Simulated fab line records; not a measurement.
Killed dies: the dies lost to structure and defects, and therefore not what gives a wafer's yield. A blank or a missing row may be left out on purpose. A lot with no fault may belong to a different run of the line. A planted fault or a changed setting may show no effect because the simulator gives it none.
Matching of chambers | flow n5Finfet | 3 sister chambers for N5_BEOL_M3_PECVD_72 on pecvd-01
The step deposits SiO2 from TEOS/O2, target thk 16 nm, time 18 s. 6 wafers are shown with their chamber, then 9 later ones without.

## WAFERS, EACH WITH ITS CHAMBER
wafer  | chamber | showerheadPlenumPTorr (Torr) | throttleValvePct (%)
L085.1 | 0       | 8.81                         | 20.9
L085.4 | 0       | 8.81                         | 21.5
L085.5 | 2       | 8.75                         | 22.0
L086.1 | 1       | 8.83                         | 22.5
L086.2 | 2       | 8.75                         | 21.7
L086.6 | 1       | 8.85                         | 22.2

## WAFERS MISSING THEIR CHAMBER
wafer  | showerheadPlenumPTorr (Torr) | throttleValvePct (%)
L093.2 | 8.83                         | 22.4
L093.3 | 8.76                         | 21.8
L093.5 | 8.77                         | 21.7
L095.1 | 8.84                         | 22.4
L095.2 | 8.74                         | 21.9
L095.5 | 8.84                         | 22.0
L097.3 | 8.84                         | 22.1
L097.5 | 8.84                         | 22.1
L097.6 | 8.75                         | 22.0

## CHAMBER TAKEN BY EACH
wafer  | from the rows above | in truth
L093.2 | 1                   | 1
L093.3 | 2                   | 2
L093.5 | 2                   | 2
L095.1 | 1                   | 1
L095.2 | 2                   | 2
L095.5 | 1                   | 1
L097.3 | 1                   | 1
L097.5 | 1                   | 1
L097.6 | 2                   | 2
Placed correctly: 9 of 9. Number that these rows cannot place: 0. Placed wrongly: 0.
How it was worked out, from the rows above alone: a wafer's distance from a chamber is the root of the sum, over the readings, of the square of ((its reading less the chamber's mean) divided by the reading's scatter). The wafer belongs to the nearest chamber; if the next one is less than 2 further off, it can't be placed. For every chamber, the mean is computed from those of its wafers that are shown. How the scatter is found: for the shown wafers, subtract from each reading the mean of its chamber, square and add these, divide the total by (wafers less chambers), then take the root.
